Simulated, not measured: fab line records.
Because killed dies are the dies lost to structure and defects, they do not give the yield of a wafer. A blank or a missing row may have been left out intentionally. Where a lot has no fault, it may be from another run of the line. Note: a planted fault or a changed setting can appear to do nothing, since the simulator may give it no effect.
Comparing a struck lot with a sound one || flow n5Finfet || 16 steps out of a route of 1938
Sound: these wafers, L654.3, L654.5, L654.6. Struck: wafer L665.4 (L665.2, L665.3, from the same lot, were not struck and are left out); the cause is given at the end.
Each step with rows lists, per side, the tool, then ch with its chambers, then its first start. Under that, the readings that differ: sound wafers || struck wafers || difference of the means || sigmas: that difference in standard deviations of wafers without a fault.
alike: same words and numbers on both sides, and readings whose means sit less than 2 such deviations apart. not compared: any withheld reading, any reading some wafer has no value for, any bound like >300 that may hide the same value, and any number with overlapping values for which the record gives no deviation.
A row with sigmas, a row that says differs or no value, or rows on one side alone: a step with any of these is where the two part. Non-overlapping numbers with no deviation appear without sigmas and do not part them. Lack of a reading on every wafer of one side parts them only where that side has two or more wafers.

first, 9 steps without rows for these wafers: N5_BEOL_M1_COAT_67 (time 60 s, resist thk 60 nm); N5_BEOL_M1_COAT_68 (time 60 s, resist thk 12 nm); N5_BEOL_M1_COAT_76 (time 60 s, resist thk 5 nm); N5_BEOL_M1_COAT_22 (resist thk 30 nm); N5_BEOL_M1_EBR_24; N5_BEOL_M1_SOFTBAKE_23 (time 60 s); N5_BEOL_M1_EXPOSE_25 (exposes mask V0, defocus 5 nm, target cd 24 nm); N5_BEOL_M1_PEB_26 (peb time 60 s); N5_BEOL_M1_DEVELOP_27 (develop time 30 s).
N5_BEOL_M1_DESCUM_33: chemistry O2, time 7 s.
  sound on rieDiel-04 ch 0,1, day 7 09:22; struck on rieDiel-04 ch 2, day 9 14:19
{"reading": "model.CAR-EUV_of_BEOL_M1_COAT_22.thkNm (nm)", "sound": "26 26.2 26.2", "struck": 27.2, "difference": "+1.1", "sigmas": ""}
  alike: drypumpMotorCurrentA, oesProductAu, rfVppV, showerheadPlenumPTorr, throttleValvePct
  not compared: rfFwdPowerW, rfHoursCounterH
then, 3 steps without rows for these wafers: N5_BEOL_M1_ETCH_77 (etches underlayer in N2/H2, target depth 6.5 nm, time 5.2 s); N5_BEOL_M1_ETCH_69 (etches SiARC in CF4, target depth 15.6 nm, time 26 s); N5_BEOL_M1_ALD_98 (deposits SiO2, target thk 2.5 nm, pulse time 1 s, co reactant pulse time 1 s).
N5_BEOL_M1_ETCHBACK_99: etches SiO2 in CHF3, target depth 5 nm, time 10.4 s.
  sound on rieDiel-02 ch 2,3, day 7 13:08; struck on rieDiel-04 ch 3, day 9 15:37
{"reading": "drypumpMotorCurrentA (A)", "sound": "6.6 6.6 6.6", "struck": 5.7, "difference": -0.9, "sigmas": -2}
{"reading": "model.CAR-EUV_of_BEOL_M1_COAT_22.thkNm (nm)", "sound": "10.4 10.4 10.4", "struck": 11.6, "difference": "+1.2", "sigmas": ""}
  alike: CHF3_flow_sccm, oes_ar_750_au, oesProductAu, rfFwdPowerW, rfVppV, showerheadPlenumPTorr, throttleValvePct
  not compared: rfHoursCounterH
then, 1 step without rows for these wafers: N5_BEOL_M1_ETCH_70 (etches SOC in N2/H2, target depth 80 nm, overetch 16 nm, time 120 s).
N5_BEOL_M4_RC_MEAS_101:
  sound on prober-02 ch 0, day 9 05:07; struck on prober-01 ch 0, day 11 14:34
  alike: DIBL_N, DIBL_P, IOFF_N, IOFF_P, ION_N, ION_P, SS_N, SS_P, VT_N, VT_P

## WHERE THEY PART
Within this record, at N5_BEOL_M1_ETCHBACK_99 only. Later steps at which nothing parts them and some readings are alike: N5_BEOL_M4_RC_MEAS_101.

WHY: what the simulator had put in
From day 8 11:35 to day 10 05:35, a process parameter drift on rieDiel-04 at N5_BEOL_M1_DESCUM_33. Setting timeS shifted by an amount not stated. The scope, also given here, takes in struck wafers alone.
